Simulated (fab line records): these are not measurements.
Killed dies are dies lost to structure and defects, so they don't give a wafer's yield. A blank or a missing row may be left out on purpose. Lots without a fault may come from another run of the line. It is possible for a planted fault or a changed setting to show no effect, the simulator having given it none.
fab line records	flow nandHarc	part 1 of 2: steps 1 to 24 of 36
record lots=5	wafers=15	lastDay=31
route steps=1302 shown A_WL_FILL@954 A_CONTACT@983
lots untouched by any fault: they come from a run of this same line in which no faults occurred
startH: hours from the record's opening day to when the first of the lot's shown wafers began	waitH: time in hours since the lot's previous step	" the same as in the row above	L1.1+2: a single row standing in for several wafers	- no value present, or no start provided	* or withheld: withheld	< > ~ a bound
route shown NAME@n: names a module that has steps shown in the file, with the first one's number in the route	usual: mean/standard deviation taken from wafers without a fault	same: alike in all rows	chamber/n: place in a boat	sites: readings site by site	_std_site: the values' standard deviation	_edge_site: inner sites' mean taken away from outer sites' mean	radiusMm: how far each site lies from the wafer's centre	mask NAME#n: copy n	behind: tool/chamber where the wafer was last shaped	hold: cause of the lot's hold/its duration in hours/its outcome	device: the transistor (n, p or np) that didn't switch	end of line: the same wafers' tests at the end of the route	where a step has no rows: the recipe by itself	killed: not the wafer's yield, but the dies lost to structure and defects at the first sort	map: the dies of a wafer, with x for killed, . for not killed, _ for no die there
set.NAME: the setting as run; set.NAME@STEP: as run at that earlier step	model.NAME: the simulator's own value behind a step, which no gauge read
lots at some steps of the route; a table a step, a row a wafer
services: a tool's chamber out of use, with start hour (startH, from the record's first day; less than 0 if before it), hours out, and reason
## steps
# step NHARC_A_WL_FILL_ALD_02
# recipe targetThkA=20	pulseTimeS=3	aldCycles=100	tempC=450	material=TiN
# usual heaterPowerW=1092/110	precursorPulseHeightRel=0.997/0.019
lot.wafer	tool	chamber	startH	waitH	heaterPowerW	precursorPulseHeightRel
L076.1	aldMetal-01	0	470.24	0.2	1220	0.997
L076.2	"	3	"	"	994	1.018
L076.5	"	1	"	"	1214	1.004
L077.1	aldMetal-03	3	528.39	0.2	1143	1.005
L077.2	"	0	"	"	1309	0.958
L077.3	"	2	"	"	999	1.028
L089.1	aldMetal-03	2	609.74	0.3	979	0.979
L089.4	"	3	"	"	1116	0.985
L089.6	"	0	"	"	1228	1.019
L090.1	aldMetal-01	2	614.84	0.2	977	0.998
L090.6	"	2	"	"	955	0.979
L090.5	"	3	"	"	902	1.002
L091.1	aldMetal-03	2	645.91	0.2	997	0.986
L091.3	"	3	"	"	1122	0.972
L091.4	"	0	"	"	1258	1.013
# step NHARC_A_WL_FILL_CVD_03
# recipe targetThkA=400	tempC=300	pressureTorr=40	wf6FlowSccm=40	h2FlowSccm=1600	arFlowSccm=1560	timeS=279	material=W
# usual heaterPowerW=488/30	throttleValvePct=7.7/0.34
lot.wafer	tool	chamber	startH	waitH	heaterPowerW	throttleValvePct
L076.2	cvdW-01	1	470.70	0.1	489	7.1
L076.1	"	0	"	"	479	7.9
L076.5	"	0	"	"	463	7.7
L077.2	cvdW-02	1	528.85	0.1	521	7.4
L077.1	"	0	"	"	442	8.0
L077.3	"	0	"	"	434	8.1
L089.1	cvdW-02	0	610.24	0.2	445	8.2
L089.4	"	0	"	"	430	8.2
L089.6	"	1	"	"	523	7.9
L090.1	cvdW-02	1	615.36	0.1	548	7.7
L090.5	"	1	"	"	541	7.6
L090.6	"	0	"	"	454	8.3
L091.1	cvdW-01	0	646.35	0.1	486	8.2
L091.3	"	0	"	"	492	8.2
L091.4	"	1	"	"	492	7.3
# step NHARC_A_WL_FILL_ETCHBACK_04
# recipe targetDepthA=600	timeS=120	chemistry=NF3
# usual drypumpMotorCurrentA=6.0/0.48	heBacksideLeakSccm=3.43/0.29	oesProductAu=0.996/0.011
lot.wafer	tool	chamber	startH	waitH	drypumpMotorCurrentA	heBacksideLeakSccm	oesProductAu	rfHoursCounterH
L076.1	rieMetal-01	0	471.07	0.3	6.7	3.38	0.999	1.2
L076.2	"	1	"	"	6.5	3.34	0.998	1.2
L076.5	"	0	"	"	6.7	3.52	1.013	-
L077.2	rieMetal-03	0	529.22	0.3	5.3	3.46	0.999	0.0
L077.1	"	1	"	"	5.7	3.39	0.990	0.0
L077.3	"	1	"	"	5.6	3.15	0.995	-
L089.1	rieMetal-02	1	610.66	0.4	6.1	3.57	0.979	2.3
L089.4	"	0	"	"	6.0	3.21	1.003	-
L089.6	"	1	"	"	6.2	3.48	0.982	-
L090.1	rieMetal-02	0	615.73	0.3	6.0	3.32	1.016	2.6
L090.5	"	0	"	"	6.0	3.22	1.012	-
L090.6	"	1	"	"	6.2	3.53	0.990	-
L091.1	rieMetal-01	0	646.76	0.4	6.7	3.67	0.991	1.4
L091.3	"	1	"	"	6.5	3.46	1.008	-
L091.4	"	0	"	"	6.7	3.63	0.981	-
# step NHARC_A_WL_FILL_ETCHBACK_05
# recipe targetDepthA=220	timeS=60	tempC=40	chemistry=Cl2/BCl3
# usual drypumpMotorCurrentA=6.0/0.49	heBacksideLeakSccm=3.4/0.37	oesProductAu=0.997/0.01
lot.wafer	tool	chamber	startH	waitH	drypumpMotorCurrentA	heBacksideLeakSccm	oesProductAu	rfHoursCounterH
L076.1	rieMetal-01	1	471.32	0.2	6.5	3.4	0.988	1.3
L076.2	"	0	"	"	6.7	3.4	1.003	1.3
L076.5	"	0	"	"	6.7	3.4	1.003	-
L077.1	rieMetal-03	1	529.47	0.2	5.7	3.4	1.000	0.1
L077.2	"	0	"	"	5.2	3.8	1.013	0.1
L077.3	"	1	"	"	5.6	3.2	0.998	-
L089.1	rieMetal-02	0	610.92	0.2	6.0	3.3	1.005	2.5
L089.4	"	0	"	"	6.0	3.3	1.010	-
L089.6	"	0	"	"	6.0	3.3	0.998	-
L090.1	rieMetal-02	1	615.97	0.2	6.2	3.5	0.995	2.7
L090.6	"	1	"	"	6.2	3.6	0.995	-
L090.5	"	0	"	"	6.0	3.3	1.007	-
L091.1	rieMetal-01	0	646.96	0.2	6.7	3.5	0.995	1.5
L091.3	"	0	"	"	6.7	3.5	0.994	-
L091.4	"	1	"	"	6.5	3.2	1.008	-
# step NHARC_A_WL_FILL_STRIP_27
# recipe powerW=1500	tempC=250	timeS=20	chemistry=N2/H2
# usual drypumpMotorCurrentA=5.50/0.19	heaterPowerW=346/38
lot.wafer	tool	chamber	startH	waitH	drypumpMotorCurrentA	heaterPowerW	rfHoursCounterH
L076.2	plasmaAsher-02	1	471.45	0.1	5.25	400	7
L076.1	"	0	"	"	5.42	359	7
L076.5	"	1	"	"	5.28	404	-
L077.2	plasmaAsher-02	1	529.60	0.1	5.28	410	20
L077.1	"	0	"	"	5.40	358	20
L077.3	"	0	"	"	5.40	365	-
L089.1	plasmaAsher-01	0	611.09	0.2	5.69	312	14
L089.4	"	1	"	"	5.74	295	-
L089.6	"	1	"	"	5.76	295	-
L090.1	plasmaAsher-01	1	616.22	0.2	5.75	296	15
L090.5	"	0	"	"	5.67	316	-
L090.6	"	1	"	"	5.78	299	-
L091.1	plasmaAsher-02	0	647.10	0.1	5.40	384	9
L091.4	"	0	"	"	5.41	364	-
L091.3	"	1	"	"	5.29	386	-
# step NHARC_A_WL_FILL_STRIP_28
# recipe timeS=1200	tempC=72.5	chemistry=postEtchResidueRemover
lot.wafer	tool	chamber	startH	waitH
L076.5+1+2	wetBench-02	5,6,7	471.66	0.1
L077.3+1+2	wetBench-03	4,7,1	529.77	0.1
L089.6+1+4	wetBench-02	2,5,6	611.25	0.1
L090.1+6+5	wetBench-03	4,6,7	616.37	0.1
L091.3+1+4	wetBench-02	4,6,0	647.29	0.1
# step NHARC_A_WL_FILL_PRECLEAN_06
# recipe timeS=300	chemistry=DIW
lot.wafer	tool	chamber	startH	waitH
L076.5+1+2	wetBench-02	5,6,7	-	-
L077.3+1+2	wetBench-03	4,7,1	-	-
L089.6+1+4	wetBench-02	2,5,6	-	-
L090.1+6+5	wetBench-03	4,6,7	-	-
L091.3+1+4	wetBench-02	4,6,0	-	-
# step NHARC_A_WL_FILL_SRD_07
lot.wafer	tool	chamber	startH	waitH
L076.5+1+2	wetBench-02	5,6,7	-	-
L077.3+1+2	wetBench-03	4,7,1	-	-
L089.6+1+4	wetBench-02	2,5,6	-	-
L090.1+6+5	wetBench-03	4,6,7	-	-
L091.3+1+4	wetBench-02	4,6,0	-	-
# step NHARC_A_WL_FILL_ANNEAL_08
# recipe tempC=450	timeS=1800
# usual spikeTcUpperC=449.9/1.3
lot.wafer	tool	chamber	startH	waitH	spikeTcUpperC
L076.1	furnace-02	0	475.15	-	450.1
L076.2	"	0	"	"	449.2
L076.5	"	0	"	"	450.5
L077.1	furnace-06	0	536.45	-	448.6
L077.2	"	0	"	"	449.8
L077.3	"	0	"	"	451.4
L089.1	furnace-02	0	614.58	-	449.9
L089.4	"	0	"	"	451.4
L089.6	"	0	"	"	450.7
L090.1	furnace-02	0	620.10	-	449.7
L090.5	"	0	"	"	451.8
L090.6	"	0	"	"	449.8
L091.1	furnace-06	0	652.26	-	450.4
L091.3	"	0	"	"	448.5
L091.4	"	0	"	"	448.1
# step NHARC_A_WL_FILL_ALD_10
# recipe targetThkA=500	pulseTimeS=10	aldCycles=500	tempC=300	material=SiO2
# usual heaterPowerW=472/51	precursorPulseHeightRel=1.004/0.02
lot.wafer	tool	chamber	startH	waitH	heaterPowerW	precursorPulseHeightRel
L076.1	aldHk-03	3	476.63	0.1	524	1.045
L076.2	"	0	"	"	458	0.987
L076.5	"	0	479.21	2.6	449	0.981
L077.1	aldHk-04	3	537.96	0.1	475	0.985
L077.2	"	0	"	"	562	0.990
L077.3	"	1	"	"	509	1.002
L089.4	aldHk-03	2	619.70	3.7	381	1.010
L089.1	"	3	"	"	517	0.974
L089.6	"	1	621.25	5.2	446	1.034
L090.1	aldHk-02	2	624.72	3.2	428	1.018
L090.6	"	2	626.79	5.2	423	0.981
L090.5	"	3	"	"	430	0.986
L091.3	aldHk-02	0	654.28	0.6	476	1.022
L091.4	"	1	"	"	466	1.001
L091.1	"	2	"	"	419	0.995
# step NHARC_A_WL_FILL_ETCHBACK_16
# recipe targetDepthA=1200	timeS=24	c4f8FlowSccm=withheld	o2FlowSccm=8	arFlowSccm=withheld	rfW=600	biasW=800	chemistry=C4F8/O2/Ar
# usual oesProductAu=0.97/0.034	rfVppV=724/3.9
lot.wafer	tool	chamber	startH	waitH	oesProductAu	rfHoursCounterH	rfVppV
L076.2	rieDiel-05	2	-	-	1.00	4.4	729
L076.1	"	3	"	"	1.00	4.4	722
L076.5	"	1	"	"	1.00	-	726
L077.2	rieDiel-11	1	-	-	0.91	2.5	717
L077.1	"	2	"	"	0.93	2.6	720
L077.3	"	0	"	"	0.92	2.3	724
L089.4	rieDiel-07	2	-	-	0.94	4.0	727
L089.1	"	3	"	"	0.93	3.7	725
L089.6	"	3	"	"	0.94	-	724
L090.1	rieDiel-05	1	-	-	0.98	1.3	726
L090.6	"	1	"	"	0.97	-	726
L090.5	"	2	"	"	1.00	-	727
L091.4	rieDiel-11	0	-	-	1.01	1.6	722
L091.1	"	1	"	"	0.98	1.9	717
L091.3	"	3	"	"	0.99	1.8	728
# step NHARC_A_WL_FILL_STRIP_29
# recipe timeS=20	o2FlowSccm=500	arFlowSccm=0	biasW=0	chemistry=O2
# usual drypumpMotorCurrentA=5.73/0.3	oesProductAu=1.001/0.014	rfVppV=57.9/0.86	showerheadPlenumPTorr=3.56/0.13	throttleValvePct=17.036/0.0094
lot.wafer	tool	chamber	startH	waitH	drypumpMotorCurrentA	oesProductAu	rfHoursCounterH	rfVppV	showerheadPlenumPTorr	throttleValvePct
L076.1	rieDiel-05	0	481.37	0.1	5.66	1.023	4.7	58.5	3.67	17.045
L076.2	"	1	"	"	5.84	0.991	4.8	56.3	3.64	17.048
L076.5	"	0	"	"	5.67	1.027	-	59.0	3.67	17.028
L077.1	rieDiel-11	2	542.69	0.1	5.58	1.009	2.6	58.0	3.41	17.044
L077.3	"	3	"	"	5.78	0.989	2.5	58.0	3.69	17.030
L077.2	"	1	"	"	5.27	0.989	2.5	56.9	3.32	17.042
L089.1	rieDiel-07	3	623.94	0.1	5.93	1.005	3.7	58.8	3.56	17.046
L089.4	"	0	"	"	5.53	1.011	3.7	58.5	3.53	17.022
L089.6	"	2	"	"	6.16	1.028	-	57.7	3.65	17.033
L090.1	rieDiel-05	3	629.47	0.1	5.37	1.006	1.6	58.2	3.47	17.061
L090.6	"	0	"	"	5.65	1.017	-	58.4	3.66	17.046
L090.5	"	1	"	"	5.83	0.985	-	57.3	3.63	17.027
L091.3	rieDiel-11	2	658.54	0.1	5.60	0.994	2.1	58.4	3.40	17.041
L091.4	"	3	"	"	5.76	0.990	1.8	58.5	3.69	17.023
L091.1	"	0	"	"	6.23	1.009	1.6	57.7	3.53	17.035
# step NHARC_A_WL_FILL_ETCHBACK_17
# recipe targetDepthA=40	timeS=26.7	chemistry=Cl2/BCl3
# usual drypumpMotorCurrentA=6.0/0.45	heBacksideLeakSccm=3.38/0.16	oesProductAu=0.996/0.013
lot.wafer	tool	chamber	startH	waitH	drypumpMotorCurrentA	heBacksideLeakSccm	oesProductAu	rfHoursCounterH
L076.1	rieMetal-03	0	481.46	-	5.3	3.60	0.990	2.0
L076.2	"	1	"	"	5.6	3.35	0.988	2.0
L076.5	"	1	"	"	5.6	3.29	0.992	-
L077.1	rieMetal-01	0	542.77	-	6.7	3.55	0.999	2.8
L077.2	"	1	"	"	6.5	3.52	1.000	2.4
L077.3	"	1	"	"	6.5	3.40	0.999	-
L089.1	rieMetal-02	0	624.02	-	6.0	2.99	1.012	2.9
L089.4	"	0	"	"	6.0	2.98	0.999	-
L089.6	"	1	"	"	6.2	3.58	0.997	-
L090.1	rieMetal-02	0	629.54	-	6.0	3.24	0.995	2.9
L090.5	"	0	"	"	6.0	3.24	1.003	-
L090.6	"	1	"	"	6.2	3.60	0.980	-
L091.1	rieMetal-03	0	658.64	-	5.3	3.29	1.017	2.7
L091.4	"	1	"	"	5.6	3.28	1.000	-
L091.3	"	0	"	"	5.3	3.23	1.029	-
# step NHARC_A_WL_FILL_PRECLEAN_18
# recipe timeS=30	chemistry=dHF
lot.wafer	tool	chamber	startH	waitH
L076.1+2+5	wetBench-03	1,3,5	481.64	0.2
L077.2+1+3	wetBench-02	0,2,5	542.96	0.1
L089.1+6+4	wetBench-03	4,5,7	624.22	0.2
L090.1+5+6	wetBench-03	7,0,4	629.73	0.2
L091.1+3+4	wetBench-03	4,5,0	658.81	0.1
# step NHARC_A_WL_FILL_SRD_21
lot.wafer	tool	chamber	startH	waitH
L076.1+2+5	wetBench-03	1,3,5	481.67	0.0
L077.2+1+3	wetBench-02	0,2,5	542.99	0.0
L089.1+6+4	wetBench-03	4,5,7	624.24	0.0
L090.1+5+6	wetBench-03	7,0,4	629.76	0.0
L091.1+3+4	wetBench-03	4,5,0	658.84	0.0
# step NHARC_A_WL_FILL_CVD_23
# recipe targetThkA=400	tempC=620	pressureMtorr=200	timeS=800	material=poly-Si
# usual spikeTcUpperC=619.9/1.1
lot.wafer	tool	chamber	startH	waitH	spikeTcUpperC
L076.1	lpcvdPoly-04	0	484.29	2.6	621.9
L076.2	"	0	"	"	619.3
L076.5	"	0	"	"	619.1
L077.1	lpcvdPoly-02	0	545.33	2.3	620.1
L077.2	"	0	"	"	619.2
L077.3	"	0	"	"	619.6
L089.1	lpcvdPoly-03	0	626.67	2.4	619.4
L089.4	"	0	"	"	620.3
L089.6	"	0	"	"	620.6
L090.1	lpcvdPoly-02	0	632.10	2.3	619.3
L090.5	"	0	"	"	620.3
L090.6	"	0	"	"	618.6
L091.1	lpcvdPoly-04	0	661.29	2.4	619.3
L091.3	"	0	"	"	617.9
L091.4	"	0	"	"	620.6
# step NHARC_A_WL_FILL_ETCHBACK_26
# recipe targetDepthA=520	timeS=13.3	hbrFlowSccm=150	rfW=350	icpW=350	biasW=60	chemistry=HBr
# usual drypumpMotorCurrentA=5.6/0.68	heBacksideLeakSccm=2.84/0.29	oesProductAu=1.000/0.013	throttleValvePct=23.267/0.0094
lot.wafer	tool	chamber	startH	waitH	drypumpMotorCurrentA	heBacksideLeakSccm	oesProductAu	rfHoursCounterH	throttleValvePct
L076.1	rieSi-03	1	486.89	0.4	5.7	3.07	0.994	0.6	23.262
L076.2	"	2	"	"	4.7	3.15	1.011	0.5	23.275
L076.5	"	1	"	"	5.7	3.02	0.996	-	23.278
L077.2	rieSi-06	3	547.94	0.4	5.5	2.17	0.983	0.7	23.269
L077.3	"	0	"	"	5.0	2.97	1.014	0.7	23.282
L077.1	"	1	"	"	5.4	3.16	1.000	0.7	23.263
L089.1	rieSi-06	2	629.24	0.4	5.6	2.63	0.990	0.1	23.272
L089.4	"	0	"	"	5.0	2.86	1.010	0.1	23.276
L089.6	"	2	"	"	5.6	2.55	0.987	-	23.277
L090.1	rieSi-06	3	634.70	0.4	5.6	2.67	0.992	0.1	23.255
L090.6	"	2	"	"	5.6	2.65	0.999	-	23.247
L090.5	"	3	"	"	5.5	2.55	0.973	-	23.276
L091.1	rieSi-01	3	663.86	0.4	4.8	2.80	0.981	0.8	23.258
L091.3	"	0	"	"	5.4	2.60	1.004	0.7	23.261
L091.4	"	1	"	"	6.6	2.88	1.015	0.7	23.280
# step NHARC_A_WL_FILL_PRECLEAN_30
# recipe timeS=10	chemistry=dHF
lot.wafer	tool	chamber	startH	waitH
L076.5+1+2	wetBench-02	3,4,5	487.03	0.1
L077.3+2+1	wetBench-01	2,4,7	548.07	0.1
L089.1+6+4	wetBench-02	2,3,4	629.39	0.1
L090.1+6+5	wetBench-02	4,5,6	634.84	0.1
L091.4+3+1	wetBench-03	6,0,2	663.99	0.1
# step NHARC_A_WL_FILL_SRD_14
lot.wafer	tool	chamber	startH	waitH
L076.5+1+2	wetBench-02	3,4,5	487.05	0.0
L077.3+2+1	wetBench-01	2,4,7	548.09	0.0
L089.1+6+4	wetBench-02	2,3,4	629.41	0.0
L090.1+6+5	wetBench-02	4,5,6	634.85	0.0
L091.4+3+1	wetBench-03	6,0,2	664.02	0.0
# step NHARC_A_WL_FILL_ALD_19
# recipe targetThkA=20	pulseTimeS=3	aldCycles=100	tempC=450	material=TiN
# usual heaterPowerW=1065/100	precursorPulseHeightRel=0.997/0.021
lot.wafer	tool	chamber	startH	waitH	heaterPowerW	precursorPulseHeightRel
L076.2	aldMetal-03	2	487.17	0.1	979	0.988
L076.1	"	3	"	"	1087	1.029
L076.5	"	1	"	"	1074	0.971
L077.2	aldMetal-02	1	548.19	0.1	961	0.988
L077.3	"	2	"	"	1096	0.966
L077.1	"	3	"	"	936	0.979
L089.4	aldMetal-01	1	629.51	0.1	1209	0.992
L089.1	"	3	"	"	940	0.981
L089.6	"	1	"	"	1243	1.003
L090.1	aldMetal-03	1	634.97	0.1	1147	1.012
L090.6	"	0	"	"	1189	0.981
L090.5	"	1	"	"	1151	0.955
L091.4	aldMetal-02	1	664.12	0.1	977	0.976
L091.1	"	2	"	"	1162	1.010
L091.3	"	0	"	"	1028	0.978
# step NHARC_A_WL_FILL_CVD_20
# recipe targetThkA=1000	tempC=400	pressureTorr=40	wf6FlowSccm=40	h2FlowSccm=1600	arFlowSccm=1560	timeS=74	material=W
# usual heaterPowerW=873/58	throttleValvePct=7.8/0.32
lot.wafer	tool	chamber	startH	waitH	heaterPowerW	throttleValvePct
L076.2	cvdW-01	0	-	-	842	8.0
L076.1	"	1	"	"	877	7.3
L076.5	"	0	"	"	831	7.9
L077.2	cvdW-02	1	-	-	968	7.7
L077.1	"	0	"	"	800	7.9
L077.3	"	1	"	"	939	7.7
L089.1	cvdW-02	1	-	-	952	7.9
L089.4	"	0	"	"	782	8.4
L089.6	"	0	"	"	784	8.3
L090.1	cvdW-01	1	-	-	882	7.6
L090.6	"	0	"	"	867	8.1
L090.5	"	1	"	"	899	7.2
L091.1	cvdW-02	0	-	-	765	8.3
L091.4	"	0	"	"	813	8.3
L091.3	"	1	"	"	935	7.8
# step NHARC_A_WL_FILL_CMP_12
# recipe tOverpolishS=30	targetThkNm=100
# usual motorCurrentA=12.2/0.96	overpolishRunS=30.001/0.0092	timeToEndpointS=19/3.7
lot.wafer	tool	chamber	startH	waitH	motorCurrentA	overpolishRunS	timeToEndpointS
L076.2	cmp-02	1	487.53	0.2	13.3	29.996	20
L076.1	"	2	"	"	14.5	30.016	20
L076.5	"	2	"	"	14.3	30.003	23
L077.2	cmp-01	0	548.60	0.2	10.7	30.004	19
L077.3	"	1	"	"	12.0	29.990	14
L077.1	"	2	"	"	13.1	29.995	16
L089.1	cmp-03	3	629.89	0.2	11.5	29.993	18
L089.4	"	2	"	"	12.6	30.007	23
L089.6	"	3	"	"	12.1	29.996	20
L090.1	cmp-02	0	635.36	0.2	13.7	30.004	17
L090.5	"	3	"	"	11.4	29.994	20
L090.6	"	0	"	"	14.0	29.996	18
L091.3	cmp-01	0	664.50	0.1	11.2	30.000	20
L091.4	"	2	"	"	12.7	30.001	17
L091.1	"	3	"	"	11.6	29.993	21
# step NHARC_A_WL_FILL_SRD_31
lot.wafer	tool	chamber	startH	waitH
L076.2+1+5	wetBench-01	6,0,2	487.86	0.0
L077.2+1+3	wetBench-01	7,0,1	548.90	0.0
L089.1+6+4	wetBench-03	6,7,1	630.21	0.0
L090.5+1+6	wetBench-03	7,0,2	635.65	0.0
L091.3+4+1	wetBench-01	2,5,6	664.81	0.0
# step NHARC_A_WL_FILL_INSPECT_15
# usual rawDefectCount=483/130
lot.wafer	tool	chamber	startH	waitH	rawDefectCount
L076.1	defectInspect-01	-	488.00	0.0	550
L076.2	"	-	"	"	421
L076.5	"	-	"	"	414
L077.1	defectInspect-02	-	549.06	0.0	326
L077.2	"	-	"	"	314
L077.3	"	-	"	"	386
L089.1	defectInspect-02	-	630.36	0.0	544
L089.4	"	-	"	"	375
L089.6	"	-	"	"	481
L090.1	defectInspect-01	-	635.82	0.0	407
L090.5	"	-	"	"	407
L090.6	"	-	"	"	578
L091.1	defectInspect-02	-	664.98	0.0	377
L091.3	"	-	"	"	305
L091.4	"	-	"	"	408
